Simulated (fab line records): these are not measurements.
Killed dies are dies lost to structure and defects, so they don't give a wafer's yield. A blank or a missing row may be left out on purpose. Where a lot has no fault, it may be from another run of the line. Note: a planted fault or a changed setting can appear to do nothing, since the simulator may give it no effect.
Chamber matching + flow nand-harc + 4 sister chambers for NHARC_A_CHANNEL_HOLE_D2_ETCH_38 on rie-diel-04
The step etches the open film in CF4, target depth 39 nm, time 65 s. 14 wafers are shown with their chamber, then 7 later ones without.

## WAFERS, EACH WITH ITS CHAMBER
| wafer  | chamber | drypump-motor-current-A (A) | oes-product-au (a.u.) | rf-vpp-V (V) |
|--------|---------|-----------------------------|-----------------------|--------------|
| L290.4 | 0       | 5.8                         | 1.010                 | 151.1        |
| L290.5 | 2       | 5.7                         | 0.992                 | 150.3        |
| L290.6 | 1       | 6.2                         | 0.997                 | 151.2        |
| L293.3 | 0       | 5.8                         | 1.009                 | 150.4        |
| L293.5 | 2       | 5.7                         | 0.991                 | 152.2        |
| L293.6 | 1       | 6.2                         | 0.990                 | 150.1        |
| L294.3 | 3       | 5.4                         | 1.013                 | 151.8        |
| L294.4 | 1       | 6.2                         | 0.989                 | 150.4        |
| L294.5 | 2       | 5.7                         | 1.003                 | 150.3        |
| L299.3 | 3       | 5.3                         | 0.991                 | 152.0        |
| L299.4 | 2       | 5.7                         | 0.998                 | 149.0        |
| L299.6 | 3       | 5.4                         | 1.000                 | 152.1        |
| L301.2 | 2       | 5.7                         | 1.010                 | 150.5        |
| L301.5 | 1       | 6.2                         | 0.987                 | 150.0        |

SIGNATURES, as means of the wafers listed above
| reading                 | chamber 0 | chamber 1 | chamber 2 | chamber 3 | scatter within a chamber |
|-------------------------|-----------|-----------|-----------|-----------|--------------------------|
| drypump-motor-current-A | 5.800     | 6.200     | 5.700     | 5.367     | 0.0258                   |
| oes-product-au          | 1.00950   | 0.99075   | 0.99880   | 1.00133   | 0.00743                  |
| rf-vpp-V                | 150.750   | 150.425   | 150.460   | 151.967   | 0.799                    |
Rule: for a wafer and a chamber, the distance is found by dividing, reading by reading, the gap between the wafer's reading and the chamber's mean by the reading's scatter, squaring, summing and taking the root. If the next closest chamber is less than 2 further off than the closest, the wafer can't be placed; otherwise it belongs to the closest. How the scatter is found: for the shown wafers, subtract from each reading the mean of its chamber, square and add these, divide the total by (wafers less chambers), then take the root.

## WAFERS WITHOUT THEIR CHAMBER
| wafer  | drypump-motor-current-A (A) | oes-product-au (a.u.) | rf-vpp-V (V) |
|--------|-----------------------------|-----------------------|--------------|
| L301.6 | 5.7                         | 1.006                 | 151.7        |
| L302.1 | 5.7                         | 1.003                 | 150.1        |
| L302.2 | 5.8                         | 0.996                 | 151.6        |
| L302.4 | 5.4                         | 0.996                 | 151.9        |
| L313.2 | 6.2                         | 0.976                 | 151.8        |
| L313.3 | 5.8                         | 0.999                 | 151.1        |
| L313.5 | 5.3                         | 1.002                 | 150.7        |

## CHAMBER TAKEN BY EACH
| wafer  | from the rows above | in truth |
|--------|---------------------|----------|
| L301.6 | 2                   | 2        |
| L302.1 | 2                   | 2        |
| L302.2 | 0                   | 0        |
| L302.4 | 3                   | 3        |
| L313.2 | 1                   | 1        |
| L313.3 | 0                   | 0        |
| L313.5 | 3                   | 3        |
Placed correctly: 7 of 7. Left unplaced by these rows: 0. 0 placed wrongly.
